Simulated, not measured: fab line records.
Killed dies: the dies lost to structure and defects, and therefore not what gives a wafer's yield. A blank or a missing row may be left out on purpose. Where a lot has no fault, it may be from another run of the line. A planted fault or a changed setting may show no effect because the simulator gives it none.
Chamber matching    flow n5_finfet    N5_BEOL_M9_CURE_71 on uv_cure-03 has 3 sister chambers
The step cures SiCOH lowk, time 240 s. 3 wafers are shown with their chamber, then 8 later ones without.

WAFERS, EACH WITH ITS CHAMBER
wafer   chamber  wafer_temp_C_max
L079.5  2        387.0
L081.5  0        386.1
L083.1  1        387.4

WAFERS WITHOUT THEIR CHAMBER
wafer   wafer_temp_C_max
L083.2  387.0
L083.5  387.4
L087.3  387.2
L087.4  386.2
L087.6  387.1
L089.4  386.1
L089.5  386.1
L089.6  385.8

WHICH CHAMBER EACH ONE RAN IN
wafer    from the rows above       in truth
L083.2   2                         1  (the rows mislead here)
L083.5   1                         1
L087.3   can't be placed: 1 or 2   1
L087.4   0                         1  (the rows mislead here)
L087.6   can't be placed: 2 or 1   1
L089.4   0                         0
L089.5   0                         0
L089.6   0                         0
Placed correctly: 4 of 8. Not placeable from these rows: 2 (in 2, the candidates include the true chamber). Wrongly placed: 2.
How it was worked out, from the rows above alone: a wafer's distance from a chamber is the root of the sum, over the readings, of the square of ((its reading less the chamber's mean) divided by the reading's scatter). The wafer belongs to the nearest chamber; if the next one is less than 2 further off, it can't be placed. The mean given for a chamber averages the wafers shown for that chamber. The scatter: root of mean squared gap, hidden wafer to nearest shown wafer, with one shown wafer a chamber.
